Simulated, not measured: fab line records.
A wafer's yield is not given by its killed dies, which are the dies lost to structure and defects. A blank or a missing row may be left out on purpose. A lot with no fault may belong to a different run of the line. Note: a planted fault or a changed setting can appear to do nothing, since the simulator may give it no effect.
A lot that was struck, set against a sound lot | flow nand_harc | 24 steps out of a route of 1302
Sound: the wafers L514.1, L514.2, L514.5. Wafers struck: L509.1, L509.4, L509.6. The cause is given at the end.
At each step with rows: each side's tool, then ch and its chambers, then its first start. Under that, the readings that differ: sound wafers | struck wafers | difference of the means | sigmas: that difference in standard deviations of wafers without a fault.
alike: readings whose means differ by less than 2 such deviations, and words and numbers that are the same on both sides. not compared: withheld readings, readings that some wafer has no value for, bounds like >300 that may hide the same value, and numbers for which the record gives no deviation and whose values overlap.
The two part at a step that has a row with sigmas, a row that says differs or no value, or rows on one side only. Numbers that don't overlap but have no deviation are shown without sigmas and don't part them. A reading missing from all wafers of one side parts the sides only when that side holds two or more wafers.

first, 4 steps without rows for these wafers: NHARC_P_GATE_PRECLEAN_71 (cleans in SC1); NHARC_P_GATE_SRD_72; NHARC_P_GATE_OXIDE_16 (material SiO2, target thk 3 nm, ox time 392 s); NHARC_P_GATE_CVD_17 (deposits poly-Si, target thk 150 nm, time 900 s).
NHARC_P_GATE_HM_DEP_102: deposits aC, target thk 120 nm.
  sound on acl_dep-01 ch 0, day 9 21:56; struck on acl_dep-03 ch 0, day 7 20:29
  alike: throttle_valve_pct
NHARC_P_GATE_DEP_103: deposits SiON, target thk 30 nm.
  sound on pecvd-03 ch 1,2, day 9 22:36; struck on pecvd-02 ch 0,1, day 7 21:10
  alike: heater_power_outer_w, heater_power_w
then, 6 steps without rows for these wafers: NHARC_P_GATE_DEHYDRATE_18 (time 120 s); NHARC_P_GATE_HMDS_19 (time 30 s); NHARC_P_GATE_COAT_20 (resist thk 90 nm); NHARC_P_GATE_SOFTBAKE_21 (time 55 s); NHARC_P_GATE_EBR_22; NHARC_P_GATE_EXPOSE_23 (exposes mask P GATE, target cd 120 nm).
NHARC_P_GATE_PEB_24: peb time 65 s.
  sound on litho_track-06 ch 0, day 9 23:12; struck on litho_track-01 ch 0, day 7 21:37
  reading                  | sound               | struck            | difference | sigmas
  heater_power_total_W (W) | 157.2 156.7 156.9   | 153.2 153.0 153.2 | -3.8       | -9
  plate_temp_C (C)         | 100.10 99.84 100.05 | 98.19 98.18 98.26 | -1.79      | -16
then, 1 step without rows for these wafers: NHARC_P_GATE_DEVELOP_25 (develop time 35 s).
NHARC_P_GATE_CD_MEAS_26 targets a cd of 120 nm.
  sound on cd_sem-03 ch 0, day 9 23:17; struck on cd_sem-02 ch 0, day 7 21:42
  reading    | sound             | struck            | difference | sigmas
  cd_nm (nm) | 119.2 120.1 119.5 | 126.3 126.2 126.3 | +6.7       | +14
NHARC_P_GATE_OVL_MEAS_27:
  sound on overlay-01, day 9 23:22; struck on overlay-02, day 7 21:47
  alike: overlay_x_nm, overlay_y_nm
NHARC_P_GATE_INSPECT_28:
  sound on defect_inspect-02, day 9 23:24; struck on defect_inspect-02, day 7 21:49
  alike: raw_defect_count
NHARC_P_GATE_DESCUM_31: chemistry O2, time 3 s.
  sound on rie_diel-12 ch 1,3, day 9 23:28; struck on rie_diel-12 ch 0,2,3, day 7 21:53
  reading                 | sound             | struck            | difference | sigmas
  model.P_GATE.cd_nm (nm) | 119.1 119.4 119.9 | 126.1 126.8 126.4 | +7.0       |
  alike: drypump_motor_current_A, oes_product_au, rf_vpp_V, showerhead_plenum_p_Torr, throttle_valve_pct
  not compared: rf_hours_counter_h
NHARC_P_GATE_ETCH_104: etches the open film in CF4/CHF3, target depth 60 nm.
  sound on rie_diel-12 ch 0,1, day 9 23:34; struck on rie_diel-12 ch 0,1,3, day 7 21:58
  alike: drypump_motor_current_A, oes_product_au, rf_vpp_V, showerhead_plenum_p_Torr, throttle_valve_pct
NHARC_P_GATE_HM_OPEN_105: chemistry O2/COS, target depth 360 nm.
  sound on rie_diel-12 ch 0,1; struck on rie_diel-12 ch 0,1,3
  alike: drypump_motor_current_A, oes_product_au, rf_vpp_V, showerhead_plenum_p_Torr, throttle_valve_pct
  not compared: rf_hours_counter_h
then, 2 steps without rows for these wafers: NHARC_P_GATE_STRIP_106 (strips in O2/COS); NHARC_P_GATE_ETCH_114 (etches the open film in CF4/O2, target depth 30 nm, overetch 3 nm, time 16.5 s).
NHARC_P_GATE_ETCH_32: etches the open film in HBr/Cl2, target depth 150 nm, time 100.1 s.
  sound on rie_si-04 ch 1,2,3, day 10 00:01; struck on rie_si-02 ch 2,3, day 7 22:22
  reading                 | sound             | struck            | difference | sigmas
  model.P_GATE.cd_nm (nm) | 120.5 119.3 119.7 | 125.2 126.8 127.9 | +6.8       |
  alike: drypump_motor_current_A, oes_product_au, throttle_valve_pct
  not compared: rf_hours_counter_h
NHARC_P_GATE_STRIP_108: strips in O2.
  sound on rie_diel-03 ch 1,3, day 10 00:09; struck on rie_diel-11 ch 1,2, day 7 22:30
  alike: drypump_motor_current_A, oes_product_au, rf_vpp_V, showerhead_plenum_p_Torr, throttle_valve_pct
  not compared: rf_hours_counter_h

## WHERE THEY PART
Last at NHARC_P_GATE_CD_MEAS_26 as far as this record goes, first at NHARC_P_GATE_PEB_24. Later steps at which nothing parts them and some readings are alike: NHARC_P_GATE_OVL_MEAS_27, NHARC_P_GATE_INSPECT_28, NHARC_P_GATE_DESCUM_31, NHARC_P_GATE_ETCH_104, NHARC_P_GATE_HM_OPEN_105, NHARC_P_GATE_ETCH_32, NHARC_P_GATE_STRIP_108.

WHY: what had been put in by the simulator
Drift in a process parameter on litho_track-01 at NHARC_P_GATE_PEB_24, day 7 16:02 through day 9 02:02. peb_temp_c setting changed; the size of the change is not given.
